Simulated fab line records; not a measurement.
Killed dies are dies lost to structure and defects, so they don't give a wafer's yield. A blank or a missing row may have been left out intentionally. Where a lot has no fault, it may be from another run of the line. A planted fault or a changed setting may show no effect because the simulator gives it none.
fab line records	flow n5_finfet
[record] lots = 11	wafers = 31	last_day = 19
route steps=1938 shown BEOL_M5@1128 PASSIVATION@1936
lots that met no fault: from a run of the same line without faults
start_h: the number of hours between the record's first day and the start of the first shown wafer of the lot	wait_h: how many hours have passed since the lot's step before this one	" repeats the value in the row above	L1.1+2: several wafers, shown together as one row	- no value present, or no start provided	* or withheld: withheld	< > ~ a bound
route shown NAME@n: NAME is a module with steps in the file, n the number in the route of the first one	usual: average and standard deviation across the fault-free wafers	same: alike in all rows	chamber/n: place in a boat	sites: each site's reading	_std_site: standard deviation of those values	_edge_site: the outer-site mean with the inner-site mean subtracted	radius_mm: for every site, how far away it sits from the centre of the wafer	mask NAME#n: copy n	behind: the last tool/chamber to shape the wafer	hold: what put the lot on hold/how long, in hours/how the hold closed	device: the transistor (n, p or np) that didn't switch	end of line: tests run on the same wafers once the route is complete	a step given without rows: its recipe and nothing more	killed: dies that structure and defects cost at the first sort, which is not the same as the wafer's yield	map: a wafer's dies, marking killed ones x, the rest . and places with no die _
set.NAME: the run value of the setting; set.NAME@STEP: its run value at that earlier step	model.NAME: the simulator's own value behind a step, which no gauge read
route steps across a sampled set of lots; one table per step, one row per wafer
services: the hour from which a tool's chamber was out of use, counted from the record's first day as start_h (under 0 if before that day), plus the number of hours and why
[[steps]]
[step N5_BEOL_M5_INSPECT_13]
[recipe] mode = adi	inspect_instrument = brightfield
[usual] raw_defect_count = 402/100
lot.wafer	tool	chamber	start_h	wait_h	raw_defect_count
L124.2	defect_inspect-01	-	191.88	0.0	204
L124.4	"	-	"	"	327
L124.5	"	-	"	"	451
L125.1	defect_inspect-01	-	194.89	0.1	241
L125.3	"	-	"	"	328
L125.5	"	-	"	"	273
L128.1	defect_inspect-02	-	197.64	0.1	261
L128.2	"	-	"	"	281
L128.6	"	-	"	"	315
L131.2	defect_inspect-02	-	212.09	0.0	587
L131.3	"	-	"	"	329
L131.5	"	-	"	"	362
L129.3	defect_inspect-01	-	219.58	0.0	249
L129.4	"	-	"	"	309
L129.6	"	-	"	"	358
L136.4	defect_inspect-01	-	253.48	0.0	373
L136.5	"	-	"	"	372
L136.6	"	-	"	"	325
L142.1	defect_inspect-02	-	271.81	0.1	381
L142.4	"	-	"	"	468
L142.5	"	-	"	"	432
L139.3	defect_inspect-01	-	272.25	0.0	567
L139.4	"	-	"	"	523
L139.6	"	-	"	"	460
L137.1	defect_inspect-02	-	272.61	0.1	312
L137.3	"	-	"	"	364
L137.5	"	-	"	"	364
L141.1	defect_inspect-02	-	281.03	0.1	348
L141.4	"	-	"	"	332
L146.4	defect_inspect-02	-	343.96	0.0	384
L146.5	"	-	"	"	345
[step N5_BEOL_M5_DESCUM_16]
[recipe] chemistry = O2	time_s = 7	source_power_w = 50	bias_power_w = 20	pressure_mtorr = 20	rf_frequency_hz = 2.712e+07	temp_c = 40	resist = CAR-EUV	o2_flow_sccm = 225
[usual] drypump_motor_current_A = 5.7/0.43	oes_product_au = 0.79/0.1	rf_vpp_V = 243.5/1.3	showerhead_plenum_p_Torr = 2.11/0.076	temp_c = 39.99/0.12	throttle_valve_pct = 20.4/0.31
lot.wafer	tool	chamber	start_h	wait_h	drypump_motor_current_A	oes_product_au	rf_hours_counter_h	rf_vpp_V	showerhead_plenum_p_Torr	temp_c	throttle_valve_pct
L124.2	rie_diel-05	3	191.91	0.0	5.2	0.69	242	242.8	2.08	39.91	20.9
L124.4	"	0	"	"	6.5	0.70	196	243.3	2.16	39.93	20.7
L124.5	"	1	"	"	5.5	0.70	-	242.6	2.05	39.83	20.4
L125.1	rie_diel-04	3	194.95	0.1	5.0	0.89	32	244.1	2.10	39.95	19.7
L125.3	"	0	"	"	5.3	0.92	15	245.4	2.26	39.90	20.2
L125.5	"	1	"	"	6.2	0.68	-	240.7	2.00	39.92	20.8
L128.1	rie_diel-05	2	197.68	0.0	5.7	0.91	23	242.4	2.03	39.87	20.0
L128.2	"	0	"	"	6.4	0.70	197	245.3	2.16	39.99	20.7
L128.6	"	1	"	"	5.6	0.69	-	241.7	2.05	39.93	20.4
L131.2	rie_diel-04	0	212.26	0.2	5.3	0.91	19	245.3	2.25	39.90	20.2
L131.3	"	1	"	"	6.2	0.69	240	242.4	2.00	40.03	20.7
L131.5	"	3	"	"	5.0	0.87	-	243.6	2.10	40.09	19.7
L129.3	rie_diel-02	0	219.62	0.0	6.0	0.73	200	243.3	2.08	40.04	20.6
L129.4	"	3	"	"	5.4	0.87	-	245.0	2.23	39.86	20.3
L129.6	"	0	"	"	6.0	0.73	-	242.5	2.08	40.13	20.6
L136.4	rie_diel-02	0	253.52	0.0	6.0	0.72	-	244.2	2.07	39.86	20.7
L136.5	"	3	"	"	5.4	0.85	-	244.4	2.22	39.82	20.3
L136.6	"	1	"	"	5.9	0.70	-	244.6	2.16	39.88	20.6
L142.1	rie_diel-05	1	272.00	0.2	5.5	0.68	239	242.6	2.04	39.91	20.4
L142.4	"	0	"	"	6.5	0.69	220	242.8	2.15	39.80	20.8
L142.5	"	3	"	"	5.3	0.95	-	241.5	2.07	39.95	20.6
L139.3	rie_diel-04	1	272.29	0.0	6.2	1.02	1	244.5	2.26	39.73	20.6
L139.4	"	3	"	"	5.0	0.84	-	243.3	2.09	40.14	19.7
L139.6	"	1	"	"	6.2	1.01	-	244.5	2.26	39.85	20.6
L137.1	rie_diel-02	2	272.64	0.0	5.7	0.95	8	243.4	2.08	39.93	20.6
L137.3	"	0	"	"	6.0	0.71	218	244.8	2.07	40.01	20.7
L137.5	"	2	"	"	5.6	0.95	-	241.4	2.08	40.15	20.6
L141.1	rie_diel-04	1	281.06	0.0	6.2	0.99	4	244.6	2.26	40.07	20.6
L141.4	"	2	"	"	4.9	0.78	118	241.7	2.13	39.91	20.6
L146.4	rie_diel-05	1	344.01	0.0	5.5	0.99	-	242.8	2.04	39.91	20.1
L146.5	"	2	"	"	5.8	0.83	-	241.6	2.01	40.16	20.1
[step N5_BEOL_M5_ETCH_61]
[recipe] chemistry = CF4	target = SiARC	target_depth_a = 156	mask_material = CAR-EUV	time_s = 26	ion_energy_ev = 80	pressure_mtorr = 40	source_w = 545	bias_w = 36	Ar_flow_sccm = 100	cf4_flow_sccm = 100	ends = cleared
[usual] drypump_motor_current_A = 5.6/0.44	etch_rf_on_time_s = 26.4/0.83	oes_product_au = 0.68/0.092	rf_vpp_V = 184.3/1.2	showerhead_plenum_p_Torr = 2.16/0.069	throttle_valve_pct = 15.58/0.3
lot.wafer	tool	chamber	start_h	wait_h	drypump_motor_current_A	etch_rf_on_time_s	oes_product_au	rf_hours_counter_h	rf_vpp_V	showerhead_plenum_p_Torr	throttle_valve_pct
L124.2	rie_diel-05	3	191.96	0.0	5.3	25.3	0.59	242	182.6	2.10	15.99
L124.4	"	0	"	"	6.4	26.8	0.61	196	183.7	2.21	15.89
L124.5	"	1	"	"	5.6	27.5	0.58	-	185.1	2.10	15.65
L125.1	rie_diel-04	3	195.00	0.0	5.0	26.7	0.75	32	183.9	2.18	15.10
L125.3	"	0	"	"	5.3	26.4	0.79	15	186.4	2.26	15.03
L125.5	"	1	"	"	6.2	25.4	0.58	-	182.7	2.06	15.97
L128.1	rie_diel-05	2	197.73	0.0	5.8	25.8	0.79	23	183.8	2.09	15.23
L128.2	"	0	"	"	6.5	26.6	0.61	197	186.0	2.21	15.90
L128.6	"	1	"	"	5.5	27.3	0.59	-	184.2	2.10	15.67
L131.2	rie_diel-04	0	212.31	0.0	5.2	26.5	0.78	19	185.5	2.26	15.05
L131.3	"	1	"	"	6.2	25.5	0.58	240	184.2	2.06	15.99
L131.5	"	3	"	"	5.0	26.5	0.74	-	184.1	2.18	15.11
L129.3	rie_diel-02	0	219.67	0.0	6.0	26.9	0.61	200	184.5	2.13	15.81
L129.4	"	3	"	"	5.4	25.9	0.74	-	186.4	2.26	15.40
L129.6	"	0	"	"	6.0	26.8	0.61	-	183.4	2.13	15.82
L136.4	rie_diel-02	0	253.57	0.0	6.0	27.5	0.60	-	183.9	2.13	15.82
L136.5	"	3	"	"	5.4	26.3	0.71	-	184.4	2.26	15.40
L136.6	"	1	"	"	5.8	33.0	0.54	-	184.7	2.21	15.88
L142.1	rie_diel-05	1	272.05	0.0	5.5	27.8	0.56	239	183.5	2.09	15.68
L142.4	"	0	"	"	6.4	26.6	0.59	220	183.7	2.20	15.95
L142.5	"	3	"	"	5.3	25.5	0.81	-	183.6	2.10	15.53
L139.3	rie_diel-04	1	272.34	0.0	6.2	25.3	0.89	1	185.9	2.31	15.56
L139.4	"	3	"	"	5.0	26.5	0.71	-	184.0	2.17	15.15
L139.6	"	1	"	"	6.2	25.5	0.87	-	185.5	2.31	15.56
L137.1	rie_diel-02	2	272.69	0.0	5.7	25.1	0.81	8	184.2	2.12	15.60
L137.3	"	0	"	"	6.0	33.6	0.53	218	184.3	2.13	15.86
L137.5	"	2	"	"	5.7	24.9	0.82	-	182.9	2.12	15.64
L141.1	rie_diel-04	1	281.12	0.0	6.2	25.4	0.86	4	186.5	2.31	15.56
L141.4	"	2	"	"	4.9	25.1	0.67	118	184.5	2.15	15.58
L146.4	rie_diel-05	1	344.05	0.0	5.5	26.4	0.82	-	183.1	2.09	15.28
L146.5	"	2	"	"	5.7	25.8	0.73	-	181.9	2.07	15.31
[step N5_BEOL_M5_CD_MEAS_18]
[recipe] pitch_nm = 56	target_cd_nm = 28
[usual] cd_nm = 27.7/0.42
lot.wafer	tool	chamber	start_h	wait_h	cd_nm
L124.2	cd_sem-03	-	192.35	0.1	27.8
L124.4	"	-	"	"	28.2
L124.5	"	-	"	"	28.4
L125.1	cd_sem-01	-	195.38	0.0	27.1
L125.3	"	-	"	"	27.3
L125.5	"	-	"	"	27.3
L128.1	cd_sem-02	-	198.11	0.0	28.0
L128.2	"	-	"	"	27.5
L128.6	"	-	"	"	27.0
L131.2	cd_sem-03	-	212.69	0.1	27.4
L131.3	"	-	"	"	27.5
L131.5	"	-	"	"	27.9
L129.3	cd_sem-03	-	220.05	0.1	27.2
L129.4	"	-	"	"	28.3
L129.6	"	-	"	"	27.6
L136.4	cd_sem-02	-	253.94	0.0	27.6
L136.5	"	-	"	"	28.1
L136.6	"	-	"	"	27.9
L142.1	cd_sem-01	-	272.59	0.0	27.6
L142.4	"	-	"	"	27.8
L142.5	"	-	"	"	27.7
L139.3	cd_sem-03	-	272.72	0.1	27.1
L139.4	"	-	"	"	26.7
L139.6	"	-	"	"	26.7
L137.1	cd_sem-01	-	273.31	0.0	27.8
L137.3	"	-	"	"	27.7
L137.5	"	-	"	"	28.0
L141.1	cd_sem-02	-	281.49	0.0	28.2
L141.4	"	-	"	"	27.6
L146.4	cd_sem-02	-	344.43	0.1	28.1
L146.5	"	-	"	"	28.6
[step N5_PASSIVATION_PROBE_49]
[usual] defect_limited_yield = 91.5/1.7	killed_at_M0_to_M3 = 33/11	killed_at_M4_up = 13/5.2	killed_at_contacts = 11/5.7	killed_at_front_end = 39/11	killed_at_other = 4/3	killed_dies = 101/20	killed_on_rim = 13/4.1	killed_open = 66/15	killed_short = 33/8.4	sort_bin_4_leakage = 0.01/0.073	sort_bin_5_function = 5.0/1.1	sort_bin_6_memory = 3.2/0.69	sort_bin_8_speed = 0.1/0.52	sort_n_pass = 1078/20	sort_yield_pct = 91.4/1.7
[same] gross_dies = 1180	killed_at_back_side = 0
lot.wafer	tool	chamber	start_h	wait_h	defect_limited_yield[%]	killed_at_M0_to_M3	killed_at_M4_up	killed_at_contacts	killed_at_front_end	killed_at_other	killed_dies	killed_on_rim	killed_open	killed_short	sort_bin_4_leakage[%]	sort_bin_5_function[%]	sort_bin_6_memory[%]	sort_bin_8_speed[%]	sort_n_pass	sort_yield_pct[%]
L125.1	prober-01	-	287.51	0.0	93.4	24	16	10	24	4	78	8	51	23	0	4.3	2.3	0	1102	93.4
L125.3	prober-01	-	287.61	0.1	91.6	37	22	7	26	7	99	10	66	32	0	4.6	3.5	0	1081	91.6
L125.5	prober-01	-	287.71	0.2	90.9	43	11	13	36	4	107	10	70	34	0	5.1	3.5	0	1073	90.9
L124.2	prober-02	-	288.10	0.1	92.0	31	23	7	32	1	94	8	63	28	0	5.3	2.1	0	1086	92.0
L124.4	prober-02	-	288.20	0.2	91.2	38	14	4	43	5	104	17	67	34	0	5.4	3.1	0	1076	91.2
L124.5	prober-02	-	288.25	0.2	92.3	38	12	4	37	0	91	12	59	30	0	4.3	3.2	0	1089	92.3
L131.2	prober-01	-	315.66	0.1	90.3	58	17	7	26	6	114	16	76	35	0	5.6	3.8	0	1066	90.3
L131.3	prober-01	-	315.71	0.1	91.9	41	11	9	32	2	95	15	62	31	0	5.3	2.5	0	1085	91.9
L131.5	prober-01	-	315.81	0.2	91.0	50	11	13	23	9	106	12	60	45	0	5.0	3.5	0	1074	91.0
L136.4	prober-01	-	364.26	0.2	87.2	54	22	4	67	4	151	21	97	54	0	8.1	4.5	0	1029	87.2
L136.5	prober-01	-	364.31	0.2	90.2	39	18	11	47	1	116	11	78	34	0	5.5	4.1	0	1064	90.2
L136.6	prober-01	-	364.36	0.3	88.5	55	20	14	44	3	136	16	96	37	0	6.9	4.4	0	1044	88.5
L137.1	prober-02	-	371.46	0.0	92.9	30	3	8	38	5	84	7	57	26	0	4.0	3.1	0	1096	92.9
L137.3	prober-02	-	371.56	0.1	93.3	20	5	9	44	1	79	8	53	25	0	3.9	2.5	0	1101	93.3
L137.5	prober-02	-	371.66	0.2	93.6	26	7	5	36	2	76	8	52	24	0	3.4	2.9	0	1104	93.6
L139.3	prober-01	-	372.64	0.1	90.6	40	18	4	43	6	111	16	71	40	0	4.7	4.2	0	1069	90.6
L139.4	prober-01	-	372.69	0.2	91.9	39	15	5	33	4	96	10	65	30	0	5.3	2.7	0	1084	91.9
L139.6	prober-01	-	372.79	0.3	90.1	34	14	11	46	12	117	11	65	52	0	5.8	3.4	0.3	1060	89.8
L142.1	prober-01	-	378.54	0.0	93.5	21	6	5	39	6	77	15	36	33	0	3.7	1.9	0	1103	93.5
L142.4	prober-01	-	378.69	0.2	90.2	52	19	9	28	8	116	13	63	51	0	5.8	3.5	0	1064	90.2
L142.5	prober-01	-	378.74	0.2	93.3	24	12	4	34	5	79	9	65	13	0	3.6	2.9	0	1101	93.3
L141.1	prober-02	-	382.02	0.0	90.4	38	14	3	56	2	113	16	62	46	0	5.2	3.6	0	1067	90.4
L141.4	prober-02	-	382.17	0.2	91.6	42	13	4	38	2	99	17	63	36	0	5.2	3.1	0	1081	91.6
// killed by level:class
L125.1 BEOL_M1:geometric_particle:open=9 MOL_CONTACT_COAG:geometric_particle:open=7 BEOL_M4:geometric_particle:open=7 STI_FIN_REVEAL:geometric_particle:open=6 DUMMY_GATE:geometric_particle:open=4 ILD0:geometric_particle:short=3 BEOL_M0_SAQP:geometric_particle:short=3 STARTING-WAFER:geometric_particle:open=3
L125.3 BEOL_M1:geometric_particle:open=9 BEOL_M4:geometric_particle:open=9 BEOL_M0_SAQP:geometric_particle:short=8 BEOL_M2:geometric_particle:open=7 BEOL_M3:geometric_particle:open=7 MOL_CONTACT_COAG:geometric_particle:open=6 PASS1_CAP:geometric_particle:short=5 FIN_SAQP:geometric_particle:open=4
L125.5 MOL_CONTACT_COAG:geometric_particle:open=10 BEOL_M0_SAQP:geometric_particle:open=10 BEOL_M1:geometric_particle:open=9 FIN_SAQP:geometric_particle:open=8 FIN_SAQP:geometric_particle:short=8 BEOL_M0_SAQP:geometric_particle:short=7 GATE_CUT:geometric_particle:short=6 BEOL_M5:geometric_particle:open=5
L124.2 BEOL_M1:geometric_particle:open=11 BEOL_M4:geometric_particle:open=10 FIN_SAQP:geometric_particle:short=7 MOL_CONTACT_COAG:geometric_particle:open=6 STI_FIN_REVEAL:geometric_particle:open=6 FIN_SAQP:geometric_particle:open=4 BEOL_M2:geometric_particle:open=4 BEOL_M3:geometric_particle:open=4
L124.4 BEOL_M1:geometric_particle:open=14 STI_FIN_REVEAL:geometric_particle:open=12 BEOL_M0_SAQP:geometric_particle:open=8 FIN_SAQP:geometric_particle:short=6 BEOL_M0_SAQP:geometric_particle:short=6 DUMMY_GATE:geometric_particle:open=5 STI_FIN_REVEAL:geometric_particle:short=4 BEOL_M4:geometric_particle:open=4
L124.5 STI_FIN_REVEAL:geometric_particle:open=13 BEOL_M1:geometric_particle:open=9 BEOL_M0_SAQP:geometric_particle:open=7 FIN_SAQP:geometric_particle:open=6 FIN_SAQP:geometric_particle:short=6 BEOL_M2:geometric_particle:short=6 BEOL_M3:geometric_particle:open=5 MOL_CONTACT_COAG:geometric_particle:open=4
L131.2 BEOL_M3:geometric_particle:open=14 BEOL_M0_SAQP:geometric_particle:short=11 BEOL_M2:geometric_particle:open=10 BEOL_M0_SAQP:geometric_particle:open=9 BEOL_M4:geometric_particle:open=6 MOL_CONTACT_COAG:geometric_particle:open=6 BEOL_M1:geometric_particle:open=6 GATE_CUT:geometric_particle:short=4
L131.3 BEOL_M0_SAQP:geometric_particle:short=13 BEOL_M2:geometric_particle:open=13 FIN_SAQP:geometric_particle:short=8 GATE_CUT:geometric_particle:open=8 MOL_CONTACT_COAG:geometric_particle:open=8 BEOL_M1:geometric_particle:open=6 BEOL_M4:geometric_particle:open=4 STARTING-WAFER:geometric_particle:open=4
L131.5 BEOL_M3:geometric_particle:short=12 BEOL_M3:geometric_particle:open=11 MOL_CONTACT_COAG:geometric_particle:open=10 BEOL_M0_SAQP:geometric_particle:short=10 BEOL_M0_SAQP:geometric_particle:open=5 BEOL_M1:geometric_particle:open=5 STI_FIN_REVEAL:geometric_particle:open=4 GATE_CUT:geometric_particle:open=4
L136.4 FIN_SAQP:geometric_particle:open=18 STI_FIN_REVEAL:geometric_particle:open=18 BEOL_M0_SAQP:geometric_particle:short=13 BEOL_M3:geometric_particle:open=11 BEOL_M4:geometric_particle:open=10 BEOL_M0_SAQP:geometric_particle:open=9 FIN_SAQP:geometric_particle:short=8 BEOL_M3:geometric_particle:short=8
L136.5 STI_FIN_REVEAL:geometric_particle:open=12 BEOL_M3:geometric_particle:open=10 FIN_SAQP:geometric_particle:open=8 DUMMY_GATE:geometric_particle:open=6 MOL_CONTACT_COAG:geometric_particle:open=6 BEOL_M2:geometric_particle:open=6 STARTING-WAFER:geometric_particle:open=6 FIN_SAQP:geometric_particle:short=5
L136.6 STI_FIN_REVEAL:geometric_particle:open=19 BEOL_M4:geometric_particle:open=14 BEOL_M0_SAQP:geometric_particle:open=12 MOL_CONTACT_COAG:geometric_particle:open=12 BEOL_M0_SAQP:geometric_particle:short=9 BEOL_M1:geometric_particle:open=8 BEOL_M3:geometric_particle:open=7 STI_FIN_REVEAL:geometric_particle:short=7
L137.1 BEOL_M0_SAQP:geometric_particle:open=12 STI_FIN_REVEAL:geometric_particle:open=11 MOL_CONTACT_COAG:geometric_particle:open=7 BEOL_M3:geometric_particle:open=7 GATE_CUT:geometric_particle:short=4 FIN_SAQP:geometric_particle:short=3 STI_FIN_REVEAL:geometric_particle:short=3 BEOL_M2:geometric_particle:open=3
L137.3 STI_FIN_REVEAL:geometric_particle:open=19 MOL_CONTACT_COAG:geometric_particle:open=7 BEOL_M3:geometric_particle:open=5 FIN_SAQP:geometric_particle:short=4 BEOL_M1:geometric_particle:open=4 STI_FIN_REVEAL:geometric_particle:short=3 ILD0:geometric_particle:open=3 BEOL_M0_SAQP:geometric_particle:short=3
L137.5 STI_FIN_REVEAL:geometric_particle:open=11 FIN_SAQP:geometric_particle:open=8 BEOL_M0_SAQP:geometric_particle:open=7 STI_FIN_REVEAL:geometric_particle:short=5 BEOL_M1:geometric_particle:open=5 BEOL_M0_SAQP:geometric_particle:short=4 MOL_CONTACT_COAG:geometric_particle:open=4 BEOL_M5:geometric_particle:open=4
L139.3 BEOL_M0_SAQP:geometric_particle:short=15 STI_FIN_REVEAL:geometric_particle:open=11 FIN_SAQP:geometric_particle:open=9 BEOL_M0_SAQP:geometric_particle:open=9 BEOL_M5:geometric_particle:open=8 FIN_SAQP:geometric_particle:short=6 BEOL_M2:geometric_particle:open=6 BEOL_M1:geometric_particle:open=5
L139.4 BEOL_M0_SAQP:geometric_particle:short=12 STI_FIN_REVEAL:geometric_particle:open=11 BEOL_M0_SAQP:geometric_particle:open=11 BEOL_M4:geometric_particle:open=7 BEOL_M2:geometric_particle:open=7 GATE_CUT:geometric_particle:open=5 MOL_CONTACT_COAG:geometric_particle:open=4 FIN_SAQP:geometric_particle:short=3
L139.6 BEOL_M0_SAQP:geometric_particle:short=14 BEOL_M0_SAQP:geometric_particle:open=10 DUMMY_GATE:geometric_particle:open=8 MOL_CONTACT_COAG:geometric_particle:open=8 BEOL_M4:geometric_particle:open=6 FIN_SAQP:geometric_particle:short=5 DUMMY_GATE:geometric_particle:short=5 ILD0:geometric_particle:short=5
L142.1 HKMG_FIN:area_etch=8 FIN_SAQP:geometric_particle:short=7 BEOL_M0_SAQP:geometric_particle:short=7 STI_FIN_REVEAL:geometric_particle:open=6 MOL_CONTACT_COAG:geometric_particle:open=5 BEOL_M0_SAQP:geometric_particle:open=5 STI_FIN_REVEAL:geometric_particle:short=3 DUMMY_GATE:geometric_particle:open=3
L142.4 BEOL_M0_SAQP:geometric_particle:short=18 BEOL_M4:geometric_particle:open=11 BEOL_M0_SAQP:geometric_particle:open=10 STI_FIN_REVEAL:geometric_particle:open=9 STARTING-WAFER:geometric_particle:short=7 MOL_CONTACT_COAG:geometric_particle:open=6 BEOL_M1:geometric_particle:open=6 BEOL_M2:geometric_particle:open=5
L142.5 BEOL_M0_SAQP:geometric_particle:open=10 STI_FIN_REVEAL:geometric_particle:open=8 FIN_SAQP:geometric_particle:open=7 BEOL_M4:geometric_particle:open=7 BEOL_M3:geometric_particle:open=6 FIN_SAQP:geometric_particle:short=5 MOL_CONTACT_COAG:geometric_particle:open=4 STARTING-WAFER:geometric_particle:open=4
L141.1 BEOL_M0_SAQP:geometric_particle:short=17 BEOL_M0_SAQP:geometric_particle:open=12 FIN_SAQP:geometric_particle:open=9 GATE_CUT:geometric_particle:short=9 FIN_SAQP:geometric_particle:short=8 GATE_CUT:geometric_particle:open=8 BEOL_M4:geometric_particle:open=7 STI_FIN_REVEAL:geometric_particle:open=4
L141.4 GATE_CUT:geometric_particle:short=10 BEOL_M0_SAQP:geometric_particle:open=9 BEOL_M1:geometric_particle:open=9 FIN_SAQP:geometric_particle:open=8 BEOL_M0_SAQP:geometric_particle:short=8 BEOL_M2:geometric_particle:open=8 FIN_SAQP:geometric_particle:short=5 GATE_CUT:geometric_particle:open=5
[[services]]
tool	chamber	start_h	hours	kind
rie_diel-04	3	171.42	1.6	repair
rie_diel-04	1	190.80	1.3	repair
rie_diel-02	2	204.99	-	clean
rie_diel-02	2	204.99	-	consumable_replace:focus_ring
rie_diel-02	2	204.99	19.7	scheduled_down
rie_diel-02	2	204.99	19.7	vent_cycle
rie_diel-05	3	222.62	-	clean
rie_diel-05	3	222.62	-	consumable_replace:focus_ring
rie_diel-05	3	222.62	24.3	scheduled_down
rie_diel-05	3	222.62	24.3	vent_cycle
rie_diel-05	-	229.87	0.2	repair
rie_diel-04	1	253.38	-	clean
rie_diel-04	1	253.38	-	consumable_replace:focus_ring
rie_diel-04	1	253.38	-	consumable_replace:showerhead
rie_diel-04	1	253.38	17.5	scheduled_down
rie_diel-04	1	253.38	17.5	vent_cycle
rie_diel-02	2	266.68	5.1	repair
rie_diel-05	1	305.69	-	clean
rie_diel-05	1	305.69	-	consumable_replace:focus_ring
rie_diel-05	1	305.69	27.6	scheduled_down
rie_diel-05	1	305.69	27.6	vent_cycle
rie_diel-05	-	319.34	2.8	pm
rie_diel-04	0	324.21	1.2	repair
rie_diel-02	-	330.92	3.4	repair
[[key]]
[first_sign] step = N5_BEOL_M5_ETCH_61	reading = etch_rf_on_time_s	direction = up	sigmas = 8.3	usual = *	struck = *
effect none on later readings
met_at N5_BEOL_M5_ETCH_61
struck_lots L136,L137
struck_wafers L136.6,L137.3
not_acting_at N5_BEOL_M5_INSPECT_13,N5_BEOL_M5_DESCUM_16,N5_BEOL_M5_CD_MEAS_18
onset_between 219.67 253.57
[fault] kind = process_parameter_drift	tool = rie_diel-02	chamber = -	onset_h = 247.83	steps = N5_BEOL_M5_ETCH_61	channel = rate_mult	offset = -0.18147	shape = step	end_h = 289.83	scope = struck_wafers_only
